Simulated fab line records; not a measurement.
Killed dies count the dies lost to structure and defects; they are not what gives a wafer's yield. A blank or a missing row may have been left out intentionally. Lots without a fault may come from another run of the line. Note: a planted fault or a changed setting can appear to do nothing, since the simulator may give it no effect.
The tool behind it: which one?	flow n5 finfet	7 lots, 19 wafers sampled, at 5 steps of a route of 1938

## WHAT THE GAUGES READ, wafer by wafer
N5_BEOL_M1_CD_MEAS_18: pitch 36 nm, target cd 18 nm.
lot	measured	on	cd nm (nm)
L673	day 7 06:34	cd sem-02	18.6 18.5
L674	day 7 13:43	cd sem-03	17.7 18.2 18.4
L678	day 8 18:39	cd sem-03	18.4 18.0 17.5
L680	day 9 11:41	cd sem-02	17.5 17.4
L682	day 9 13:50	cd sem-03	17.9 17.8 18.2
L687	day 10 22:46	cd sem-02	- - -
L690	day 11 14:39	cd sem-02	18.7 18.5 18.4

## EACH LOT AND THE TOOL THAT RAN IT (in order: tool; ch and the chambers of the sampled wafers; start)
lot	N5_BEOL_M0_SURFACE_TREAT_137	N5_BEOL_M0_ANNEAL_135	N5_BEOL_M1_HM_DEP_02	N5_BEOL_M1_HM_OPEN_17
L673	pvd sputter-02, day 7 02:53	pvd sputter-03, day 7 03:50	pvd sputter-03, day 7 05:28	rie metal-01 ch 0,1, day 7 06:20
L674	pvd sputter-01, day 7 06:25	pvd sputter-01, day 7 06:56	pvd sputter-03, day 7 11:35	rie metal-03 ch 0,1, day 7 13:32
L678	pvd sputter-03, day 8 14:33	pvd sputter-01, day 8 15:07	pvd sputter-01, day 8 17:25	rie metal-01 ch 0,1, day 8 18:20
L680	pvd sputter-01, day 9 05:43	pvd sputter-01, day 9 06:26	pvd sputter-03, day 9 09:42	rie metal-01 ch 0,1, day 9 11:24
L682	pvd sputter-01, day 9 10:14	pvd sputter-02, day 9 10:43	pvd sputter-02, day 9 12:35	rie metal-01 ch 0,1, day 9 13:40
L687	pvd sputter-02, day 10 18:13	pvd sputter-02, day 10 18:49	pvd sputter-02, day 10 21:04	rie metal-02 ch 0,1, day 10 22:32
L690	pvd sputter-03, day 11 08:25	pvd sputter-03, day 11 09:02	pvd sputter-03, day 11 13:34	rie metal-02 ch 0,1, day 11 14:20
- N5_BEOL_M0_SURFACE_TREAT_137
- N5_BEOL_M0_ANNEAL_135: time 60 s.
- N5_BEOL_M1_HM_DEP_02: deposits TiN, target thk 20 nm.
- N5_BEOL_M1_HM_OPEN_17: chemistry Cl2/BCl3, target TiN, target depth 20 nm, overetch 6 nm.

## THE ANSWER, worked out from the rows above alone
Rule: usual is defined by the lots themselves. The widest of any qualifying gaps counts: lots, ordered by their means at a reading, are off when they make up no more than a third of the lots, leave a main group of 4 or more, and stand apart from it by 3 or more times the standard deviation of that group's means. Not used: any main group whose means are identical at the precision the tables above print for the reading. A lot without any number at a reading at which 4 lots or more have one is off too. Where the step has rows for the other lots, those lots are counted as sound.
Off, at N5_BEOL_M1_CD_MEAS_18 on cd nm: L687. Without a number there: L687. Mean 18.1 nm and standard deviation 0.38 in the main group.
A tool fits if, at a process step before that reading, it ran every lot that is off, and no sound lot after the first of them. Those tools and the gauges at N5_BEOL_M1_CD_MEAS_18 are tried in the same way. One fits: N5_BEOL_M0_SURFACE_TREAT_137 and N5_BEOL_M0_ANNEAL_135 and N5_BEOL_M1_HM_DEP_02 on pvd sputter-02. At N5_BEOL_M0_SURFACE_TREAT_137 its last sound lot is L673 (day 7 02:53), its first lot that is off L687 (day 10 18:13): a fault that began between those two fits.

## WHAT HAD BEEN PUT IN BY THE SIMULATOR
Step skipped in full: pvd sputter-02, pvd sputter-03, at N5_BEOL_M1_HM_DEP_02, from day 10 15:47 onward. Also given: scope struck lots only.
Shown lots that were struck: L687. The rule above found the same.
